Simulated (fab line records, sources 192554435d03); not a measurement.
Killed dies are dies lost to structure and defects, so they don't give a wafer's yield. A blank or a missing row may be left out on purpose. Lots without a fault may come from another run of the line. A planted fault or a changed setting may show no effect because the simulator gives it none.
Which tool did it? | flow n5_finfet | 20 lots, 60 wafers sampled, at 2 steps of a route of 1938

WHAT THE GAUGES READ, wafer by wafer
N5_BEOL_M4_CD_MEAS_11: target cd 16.79 nm. Usual: cd_nm 16.67 nm, standard deviation 0.26.
lot  | measured     | on        | cd_nm (nm)        | flag
L075 | day 7 10:25  | cd_sem-01 | 17.03 16.82 17.09 |
L074 | day 7 10:51  | cd_sem-03 | 16.62 17.05 16.16 |
L076 | day 7 18:31  | cd_sem-03 | 16.64 16.76 16.97 |
L077 | day 8 09:26  | cd_sem-01 | 16.63 16.76 16.64 |
L078 | day 8 11:17  | cd_sem-01 | 16.50 16.75 16.59 |
L079 | day 8 15:54  | cd_sem-03 | 16.66 16.80 16.47 |
L082 | day 9 14:25  | cd_sem-02 | 16.96 16.44 16.81 |
L083 | day 9 16:49  | cd_sem-01 | 16.44 16.55 16.08 |
L084 | day 9 20:08  | cd_sem-02 | 16.69 16.92 16.87 |
L087 | day 10 15:19 | cd_sem-03 | 16.39 16.97 17.04 |
L085 | day 10 19:13 | cd_sem-03 | 16.84 16.77 16.91 |
L088 | day 10 20:14 | cd_sem-03 | 16.38 16.71 16.59 |
L089 | day 11 07:57 | cd_sem-01 | 16.74 16.69 16.73 |
L090 | day 11 08:48 | cd_sem-03 | 16.66 16.77 16.73 |
L091 | day 11 17:01 | cd_sem-03 | 16.78 16.62 16.51 |
L094 | day 12 18:41 | cd_sem-01 | 16.42 16.49 16.95 |
L092 | day 12 20:04 | cd_sem-02 | 16.19 16.38 16.25 |
L095 | day 13 03:38 | cd_sem-02 | 16.96 16.78 16.68 |
L096 | day 13 17:00 | cd_sem-02 | 17.04 16.99 16.58 |
L097 | day 14 00:41 | cd_sem-02 | 16.76 16.52 16.90 |

WHICH TOOL RAN EACH LOT (tool, then ch and the chambers of the sampled wafers, then the start)
lot  | N5_BEOL_M3_CMP_52
L075 | cmp-01 ch 0,1, day 7 07:43
L074 | cmp-01 ch 0,1, day 7 09:03
L076 | cmp-02 ch 0,1, day 7 13:47
L077 | cmp-02 ch 1,2, day 8 07:05
L078 | cmp-04 ch 0,1, day 8 09:30
L079 | cmp-01 ch 0,1,2, day 8 14:26
L082 | cmp-01 ch 0,2, day 9 12:19
L083 | cmp-04 ch 0,1,2, day 9 14:14
L084 | cmp-01 ch 0,2,3, day 9 16:55
L087 | cmp-02 ch 0,1,3, day 10 12:43
L085 | cmp-04 ch 0,1,2, day 10 15:50
L088 | cmp-02 ch 0,1,2, day 10 18:25
L089 | cmp-04 ch 0,1, day 11 05:24
L090 | cmp-04 ch 0,2,3, day 11 06:53
L091 | cmp-04 ch 1,2, day 11 15:40
L094 | cmp-02 ch 0,1, day 12 17:08
L092 | cmp-02 ch 0,1,2, day 12 17:51
L095 | cmp-01 ch 0,1,3, day 13 01:52
L096 | cmp-02 ch 0,1, day 13 14:13
L097 | cmp-04 ch 0,2,3, day 13 21:13
- N5_BEOL_M3_CMP_52: polishes, stops on SiOC, t overpolish 6.8 s, target thk 40 nm.

WHAT THE TOOLS THEMSELVES READ (means of the sampled wafers that have a number; where no wafer has one, the mark that the record gives instead)
N5_BEOL_M3_CMP_52. Usual: barrier_field_endpoint_s 25.1 s, standard deviation 0.72; head_pressure_psi 0.9997 psi, standard deviation 0.0022; motor_current_A 6.1 A, standard deviation 0.59; overpolish_run_s 6.800 s, standard deviation 0.0092; time_to_endpoint_s 66 s, standard deviation 3.9.
lot  | tool   | barrier_field_endpoint_s (s) | head_pressure_psi (psi) | motor_current_A (A) | overpolish_run_s (s) | time_to_endpoint_s (s) | flag
L075 | cmp-01 | 24.8                         | 1.0007                  | 5.4                 | 6.799                | 62                     |
L074 | cmp-01 | 24.5                         | 0.9999                  | 5.5                 | 6.800                | 62                     |
L076 | cmp-02 | 25.0                         | 0.9988                  | 6.6                 | 6.801                | 65                     |
L077 | cmp-02 | 24.8                         | 0.9999                  | 6.4                 | 6.803                | 64                     |
L078 | cmp-04 | 25.0                         | 1.0003                  | 6.0                 | 6.796                | 65                     |
L079 | cmp-01 | 24.6                         | 0.9996                  | 5.5                 | 6.797                | 63                     |
L082 | cmp-01 | 25.9                         | 1.0020                  | 5.7                 | 6.809                | 67                     |
L083 | cmp-04 | 26.1                         | 0.9986                  | 6.0                 | 6.797                | 71                     |
L084 | cmp-01 | 24.9                         | 0.9987                  | 5.6                 | 6.806                | 64                     |
L087 | cmp-02 | 25.2                         | 1.0016                  | 6.8                 | 6.808                | 63                     |
L085 | cmp-04 | 26.7                         | 1.0007                  | 5.9                 | 6.803                | 73                     |
L088 | cmp-02 | 24.5                         | 0.9998                  | 6.5                 | 6.800                | 62                     |
L089 | cmp-04 | 26.1                         | 0.9993                  | 6.0                 | 6.788                | 70                     |
L090 | cmp-04 | 24.4                         | 0.9987                  | 6.3                 | 6.799                | 68                     |
L091 | cmp-04 | 25.8                         | 0.9996                  | 6.1                 | 6.798                | 64                     |
L094 | cmp-02 | 24.5                         | 0.9998                  | 6.3                 | 6.806                | 62                     |
L092 | cmp-02 | 24.4                         | 1.0012                  | 6.6                 | 6.805                | 60                     |
L095 | cmp-01 | 26.1                         | 1.0008                  | 5.3                 | 6.803                | 68                     |
L096 | cmp-02 | 24.8                         | 1.0023                  | 6.6                 | 6.806                | 61                     |
L097 | cmp-04 | 24.9                         | 0.9997                  | 6.1                 | 6.794                | 69                     |

THE ANSWER, worked out from the rows above alone
Rule: a lot is off if the mean of its wafers that have a number lies more than 3 standard deviations from the usual mean. A lot without any number at a reading at which 4 lots or more have one is off too. The other lots that the step has rows for count as sound. The gauges are gone through in route order, then the tools' own readings, and for those a lot's mean is taken as printed above. The first step at which some lot is off is used, and at that step the reading that is off furthest; a lot without a number counts as furthest.
No lot is off at any reading shown: from this, nothing can be told.

WHAT THE SIMULATOR HAD PUT IN
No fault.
